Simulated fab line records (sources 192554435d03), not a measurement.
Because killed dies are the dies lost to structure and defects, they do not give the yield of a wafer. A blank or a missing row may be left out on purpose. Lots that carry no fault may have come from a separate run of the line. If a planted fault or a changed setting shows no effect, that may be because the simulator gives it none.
Chamber matching + flow n5_finfet + rie_diel-02 running N5_BEOL_M10_ETCH_61: 4 sister chambers
The step etches SiARC in CF4, target depth 39 nm, time 65 s. 18 wafers are shown with their chamber, then 9 later ones without.

WAFERS WITH THEIR CHAMBER
| wafer  | chamber | showerhead_plenum_p_Torr (Torr) | drypump_motor_current_A (A) | throttle_valve_pct (%) |
|--------|---------|---------------------------------|-----------------------------|------------------------|
| L076.1 | 0       | 2.05                            | 6.2                         | 15.60                  |
| L076.4 | 1       | 2.14                            | 5.2                         | 15.68                  |
| L076.6 | 3       | 2.21                            | 5.1                         | 16.02                  |
| L077.1 | 0       | 2.05                            | 6.1                         | 15.59                  |
| L077.4 | 3       | 2.21                            | 5.1                         | 16.02                  |
| L077.6 | 2       | 2.04                            | 5.3                         | 16.19                  |
| L075.2 | 2       | 2.04                            | 5.3                         | 16.18                  |
| L075.4 | 3       | 2.21                            | 5.1                         | 16.05                  |
| L075.6 | 3       | 2.21                            | 5.1                         | 16.05                  |
| L078.2 | 0       | 2.05                            | 6.1                         | 15.61                  |
| L078.4 | 1       | 2.14                            | 5.3                         | 15.68                  |
| L078.6 | 1       | 2.14                            | 5.2                         | 15.69                  |
| L081.1 | 3       | 2.20                            | 5.1                         | 16.06                  |
| L081.2 | 1       | 2.14                            | 5.3                         | 15.72                  |
| L081.6 | 3       | 2.20                            | 5.1                         | 16.06                  |
| L083.2 | 0       | 2.05                            | 6.1                         | 15.64                  |
| L083.4 | 1       | 2.14                            | 5.2                         | 15.70                  |
| L083.6 | 2       | 2.04                            | 5.3                         | 16.21                  |

SIGNATURES, as means of the wafers listed above
| reading                  | chamber 0 | chamber 1 | chamber 2 | chamber 3 | scatter within a chamber |
|--------------------------|-----------|-----------|-----------|-----------|--------------------------|
| showerhead_plenum_p_Torr | 2.0500    | 2.1400    | 2.0400    | 2.2067    | 0.00309                  |
| drypump_motor_current_A  | 6.125     | 5.240     | 5.300     | 5.100     | 0.0373                   |
| throttle_valve_pct       | 15.6100   | 15.6940   | 16.1933   | 16.0433   | 0.0184                   |
Rule: distance of a wafer from a chamber = root of the sum over the readings of ((wafer's reading minus chamber's mean) / reading's scatter) squared. The wafer belongs to the nearest chamber; if the next one is less than 2 further off, it can't be placed. How the scatter is found: for the shown wafers, subtract from each reading the mean of its chamber, square and add these, divide the total by (wafers less chambers), then take the root.

WAFERS MISSING THEIR CHAMBER
| wafer  | showerhead_plenum_p_Torr (Torr) | drypump_motor_current_A (A) | throttle_valve_pct (%) |
|--------|---------------------------------|-----------------------------|------------------------|
| L085.2 | 2.05                            | 6.1                         | 15.65                  |
| L085.5 | 2.04                            | 5.3                         | 16.22                  |
| L085.6 | 2.20                            | 5.1                         | 16.09                  |
| L092.3 | 2.04                            | 6.1                         | 15.67                  |
| L092.5 | 2.13                            | 5.2                         | 15.75                  |
| L092.6 | 2.20                            | 5.1                         | 16.12                  |
| L095.2 | 2.19                            | 5.1                         | 16.13                  |
| L095.5 | 2.04                            | 6.2                         | 15.71                  |
| L095.6 | 2.13                            | 5.3                         | 15.77                  |

WHICH CHAMBER EACH WENT THROUGH
| wafer  | from the rows above | in truth |
|--------|---------------------|----------|
| L085.2 | 0                   | 0        |
| L085.5 | 2                   | 2        |
| L085.6 | 3                   | 3        |
| L092.3 | 0                   | 0        |
| L092.5 | 1                   | 1        |
| L092.6 | 3                   | 3        |
| L095.2 | 3                   | 3        |
| L095.5 | 0                   | 0        |
| L095.6 | 1                   | 1        |
Correctly placed: 9 of 9. From these rows, 0 cannot be placed. 0 placed wrongly.
